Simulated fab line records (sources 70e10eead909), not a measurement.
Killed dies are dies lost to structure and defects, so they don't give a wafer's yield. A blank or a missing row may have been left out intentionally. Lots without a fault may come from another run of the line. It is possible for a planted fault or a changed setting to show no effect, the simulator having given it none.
fab line records | flow nand-harc
[record] lots = 6 | wafers = 18 | last-day = 31
route steps=1302 shown P_GATE@120
lots that met no fault: taken from a fault-free run of the same line
start-h: hours from the record's first day to the start of the lot's first wafer shown | wait-h: hours from the lot's prior step to this one | " same as the row above | L1.1+2: a row that stands for several wafers | - no value, or no start given | * or withheld: withheld | < > ~ a bound
route shown NAME@n: NAME is a module with steps in the file, n the number in the route of the first one | usual: mean/standard deviation taken from wafers without a fault | same: alike in all rows | chamber/n: place in a boat | sites: readings site by site | _std_site: the standard deviation of these | _edge_site: outer sites' mean less inner sites' | radius-mm: for every site, how far away it sits from the centre of the wafer | mask NAME#n: copy n | behind: tool/chamber where the wafer was last shaped | hold: what put the lot on hold/how long, in hours/how the hold closed | device: names the non-switching transistor (n, p or np) | end of line: tests run on the same wafers once the route is complete | step lacking rows: just its recipe | killed: not the wafer's yield, but the dies lost to structure and defects at the first sort | map: the dies of a wafer, with x for killed, . for not killed, _ for no die there
set.NAME: the setting as run; set.NAME@STEP: as run at that earlier step | model.NAME: the simulator's own value behind a step, which no gauge read
lots seen at some steps along the route; tables by step, rows by wafer
services: from which hour (start-h, from the record's first day; less than 0 if before it) a tool's chamber was out of use, for how many hours, and why
[[steps]]
[step NHARC_P_GATE_PEB_09]
[recipe] peb-temp-c = 118 | peb-time-s = 85
[step NHARC_P_GATE_DEVELOP_10]
[recipe] time-s = 70
[step NHARC_P_GATE_CD_MEAS_11]
[recipe] target-cd-nm = 1640 | landing-energy-ev = 500
[usual] cd-nm = 1640.5/2
lot.wafer | tool      | chamber | start-h | wait-h | cd-nm
L880.1    | cd-sem-02 | 0       | 178.17  | -      | 1636.6
L880.4    | "         | 0       | "       | "      | 1638.7
L880.5    | "         | 0       | "       | "      | 1641.2
L881.2    | cd-sem-02 | 0       | 194.55  | -      | 1638.3
L881.4    | "         | 0       | "       | "      | 1638.6
L881.5    | "         | 0       | "       | "      | 1637.4
L884.1    | cd-sem-03 | 0       | 230.24  | -      | 1643.7
L884.2    | "         | 0       | "       | "      | 1642.9
L884.5    | "         | 0       | "       | "      | 1640.1
L886.4    | cd-sem-02 | 0       | 245.45  | -      | 1638.8
L886.5    | "         | 0       | "       | "      | 1641.4
L886.6    | "         | 0       | "       | "      | 1637.6
L887.1    | cd-sem-02 | 0       | 253.31  | -      | 1639.0
L887.4    | "         | 0       | "       | "      | 1641.9
L887.5    | "         | 0       | "       | "      | 1644.9
L889.1    | cd-sem-03 | 0       | 275.22  | -      | 1640.2
L889.4    | "         | 0       | "       | "      | 1639.1
L889.6    | "         | 0       | "       | "      | 1642.5
[step NHARC_P_GATE_HARDBAKE_12]
[recipe] temp-c = 125 | time-s = 80
[step NHARC_P_GATE_DESCUM_13]
[recipe] time-s = 3 | o2-flow-sccm = 200 | ar-flow-sccm = 0 | bias-power-w = 0 | chemistry = O2
[usual] drypump-motor-current-A = 5.8/0.4 | oes-product-au = 1.007/0.012 | rf-vpp-V = 57.8/0.9 | showerhead-plenum-p-Torr = 1.90/0.081 | throttle-valve-pct = 11.311/0.0089
lot.wafer | tool        | chamber | start-h | wait-h | drypump-motor-current-A | oes-product-au | rf-hours-counter-h | rf-vpp-V | showerhead-plenum-p-Torr | throttle-valve-pct
L880.1    | rie-diel-08 | 1       | 178.33  | -      | 5.4                     | 0.991          | 5.5                | 56.3     | 1.84                     | 11.296
L880.4    | "           | 0       | "       | "      | 5.1                     | 1.016          | 5.7                | 57.2     | 1.97                     | 11.306
L880.5    | "           | 1       | "       | "      | 5.4                     | 0.990          | -                  | 57.9     | 1.84                     | 11.311
L881.2    | rie-diel-12 | 1       | 194.74  | -      | 5.9                     | 1.006          | 7.1                | 57.9     | 1.96                     | 11.316
L881.4    | "           | 2       | "       | "      | 5.6                     | 0.993          | 5.9                | 58.2     | 1.81                     | 11.314
L881.5    | "           | 3       | "       | "      | 6.2                     | 1.009          | -                  | 58.5     | 1.81                     | 11.301
L884.1    | rie-diel-06 | 1       | 230.40  | -      | 6.2                     | 1.017          | 4.1                | 58.4     | 1.78                     | 11.310
L884.2    | "           | 3       | "       | "      | 5.6                     | 1.008          | 5.6                | 58.7     | 1.89                     | 11.316
L884.5    | "           | 2       | "       | "      | 6.0                     | 1.004          | -                  | 57.2     | 1.99                     | 11.301
L886.4    | rie-diel-08 | 1       | 245.61  | -      | 5.4                     | 1.014          | 2.3                | 59.0     | 1.84                     | 11.294
L886.5    | "           | 0       | "       | "      | 5.1                     | 1.009          | -                  | 58.4     | 1.97                     | 11.319
L886.6    | "           | 1       | "       | "      | 5.4                     | 1.023          | -                  | 57.5     | 1.84                     | 11.316
L887.1    | rie-diel-08 | 2       | 253.50  | -      | 5.9                     | 1.007          | 3.8                | 58.7     | 1.95                     | 11.321
L887.4    | "           | 3       | "       | "      | 5.4                     | 0.985          | 3.4                | 57.3     | 1.86                     | 11.316
L887.5    | "           | 0       | "       | "      | 5.2                     | 1.016          | -                  | 58.2     | 1.97                     | 11.308
L889.4    | rie-diel-06 | 2       | 275.39  | -      | 6.1                     | 1.006          | 6.1                | 59.2     | 1.99                     | 11.307
L889.1    | "           | 0       | "       | "      | 6.5                     | 1.015          | 5.3                | 58.4     | 2.06                     | 11.313
L889.6    | "           | 2       | "       | "      | 6.0                     | 1.008          | -                  | 57.7     | 1.99                     | 11.316
[step NHARC_P_GATE_ETCH_14]
[recipe] target-depth-a = 488 | chemistry = dHF | material = SiO2
[step NHARC_P_GATE_STRIP_15]
[recipe] time-s = 780 | temp-c = 130 | chemistry = SPM
[step NHARC_P_GATE_PRECLEAN_71]
[recipe] time-s = * | temp-c = 50 | bath-age-min = 0 | chemistry = SC1
[step NHARC_P_GATE_SRD_72]
[step NHARC_P_GATE_OXIDE_16]
[recipe] target-thk-a = 30 | temp-c = 875 | ox-time-s = 392 | material = SiO2
[step NHARC_P_GATE_CVD_17]
[recipe] target-thk-a = 1500 | temp-c = 620 | time-s = 900 | material = poly-Si
[step NHARC_P_GATE_HM_DEP_102]
[recipe] target-thk-a = 1200 | temp-c = 400 | material = aC
[usual] susceptor-temp-C = 400.01/0.21 | throttle-valve-pct = 34.999/0.0086
lot.wafer | tool       | chamber | start-h | wait-h | susceptor-temp-C | throttle-valve-pct
L880.1    | acl-dep-03 | 0       | 190.87  | 0.4    | 399.95           | 35.000
L880.4    | "          | 0       | "       | "      | 400.26           | 35.015
L880.5    | "          | 0       | "       | "      | 399.86           | 34.987
L881.2    | acl-dep-03 | 0       | 209.07  | 1.7    | 400.20           | 35.000
L881.4    | "          | 0       | "       | "      | 400.33           | 35.001
L881.5    | "          | 0       | "       | "      | 400.01           | 34.991
L884.1    | acl-dep-03 | 0       | 243.23  | 0.4    | 399.72           | 35.008
L884.2    | "          | 0       | "       | "      | 400.00           | 34.994
L884.5    | "          | 0       | "       | "      | 400.04           | 34.990
L886.4    | acl-dep-02 | 0       | 260.39  | 2.3    | 399.84           | 34.995
L886.5    | "          | 0       | "       | "      | 400.10           | 35.002
L886.6    | "          | 0       | "       | "      | 399.99           | 34.997
L887.1    | acl-dep-01 | 0       | 271.41  | 3.1    | 400.14           | 34.999
L887.4    | "          | 0       | "       | "      | 399.74           | 35.018
L887.5    | "          | 0       | "       | "      | 399.83           | 35.001
L889.1    | acl-dep-03 | 0       | 287.74  | 0.4    | 400.09           | 34.993
L889.4    | "          | 0       | "       | "      | 400.02           | 34.998
L889.6    | "          | 0       | "       | "      | 399.99           | 35.015
[step NHARC_P_GATE_DEP_103]
[recipe] target-thk-a = 300 | target-thk-nm = 30 | temp-c = 400 | flow-sccm = 200 | rf-w = 350 | material = SiON
[usual] heater-power-outer-w = 444/69 | heater-power-w = 748/100
lot.wafer | tool     | chamber | start-h | wait-h | heater-power-outer-w | heater-power-w | since-wet-clean-h
L880.1    | pecvd-01 | 2       | 191.56  | 0.6    | -                    | -              | -
L880.5    | "        | 0       | "       | "      | -                    | -              | -
L880.4    | "        | 1       | "       | "      | -                    | -              | -
L881.2    | pecvd-03 | 2       | 209.63  | 0.5    | -                    | -              | -
L881.5    | "        | 0       | "       | "      | -                    | -              | -
L881.4    | "        | 1       | "       | "      | -                    | -              | -
L884.1    | pecvd-04 | 2       | 243.93  | 0.6    | 466                  | 716            | 143
L884.2    | "        | 0       | "       | "      | 470                  | 901            | 143
L884.5    | "        | 2       | "       | "      | 470                  | 721            | -
L886.6    | pecvd-03 | 2       | 260.82  | 0.1    | 403                  | 723            | -
L886.4    | "        | 0       | "       | "      | 394                  | 709            | -
L886.5    | "        | 1       | "       | "      | 484                  | 796            | -
L887.1    | pecvd-03 | 0       | 272.08  | 0.6    | 374                  | 635            | 74
L887.4    | "        | 0       | "       | "      | 363                  | 644            | -
L887.5    | "        | 1       | "       | "      | 551                  | 844            | -
L889.1    | pecvd-01 | 2       | 288.41  | 0.6    | 470                  | 844            | 143
L889.6    | "        | 2       | "       | "      | 470                  | 837            | -
L889.4    | "        | 1       | "       | "      | 298                  | 540            | -
[step NHARC_P_GATE_DEHYDRATE_18]
[recipe] temp-c = 150 | time-s = 120
[[services]]
tool        | chamber | start-h | hours | kind
pecvd-03    | -       | 159.48  | 3.8   | repair
rie-diel-08 | 0       | 169.80  | -     | clean
rie-diel-08 | 1       | 169.80  | -     | clean
rie-diel-08 | 2       | 169.80  | -     | clean
rie-diel-08 | 3       | 169.80  | -     | clean
rie-diel-08 | 1       | 171.81  | 2.3   | repair
pecvd-04    | -       | 172.68  | 0.6   | repair
pecvd-03    | -       | 185.19  | 13.0  | pm
pecvd-03    | 0       | 185.19  | 13.0  | vent-cycle
pecvd-03    | 1       | 185.19  | 13.0  | vent-cycle
pecvd-03    | 2       | 185.19  | 13.0  | vent-cycle
acl-dep-01  | -       | 190.75  | 13.0  | pm
rie-diel-08 | -       | 190.80  | 9.0   | pm
rie-diel-08 | 0       | 190.80  | 9.0   | vent-cycle
rie-diel-08 | 1       | 190.80  | 9.0   | vent-cycle
rie-diel-08 | 2       | 190.80  | 9.0   | vent-cycle
rie-diel-08 | 1       | 221.98  | 10.4  | repair
rie-diel-08 | 0       | 224.03  | 3.3   | repair
rie-diel-08 | 0       | 231.45  | 4.5   | repair
rie-diel-12 | 1       | 243.10  | 13.9  | repair
acl-dep-02  | -       | 247.07  | 13.0  | pm
rie-diel-06 | 0       | 250.52  | 12.5  | repair
rie-diel-12 | -       | 268.40  | 9.0   | pm
pecvd-04    | -       | 269.03  | 13.0  | pm
[[key]]
[first-sign] step = NHARC_P_GATE_DEP_103 | reading = tool-record | direction = missing
effect none on later readings
met-at NHARC_P_GATE_DEP_103
struck-wafers L880.1,L880.4,L880.5,L881.2,L881.4,L881.5
later-rows-left-out L880.1,L880.4,L880.5,L881.2,L881.4,L881.5
sort-left-out L880.1,L880.4,L880.5,L881.2,L881.4,L881.5
tester-left-out L880,L881
[fault] kind = skipped-step-whole | tool = pecvd-01,pecvd-03 | chamber = - | onset-h = 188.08 | steps = NHARC_P_GATE_DEP_103 | scope = struck-lots-only
// tester-left-out: of these lots the tester's yield and bins aren't shown, on N5 and GAA mostly nor the transistor test; their killed dies are dies lost to structure and defects alone, not to doping, threshold or leakage, so they don't give the yield
// sort-left-out: the simulated sort isn't trusted on such a fault, so these wafers' sort isn't shown, and their yield isn't known
// later-rows-left-out: the simulator's readings of these wafers behind a module that went badly wrong aren't trusted and aren't shown, but for the sort
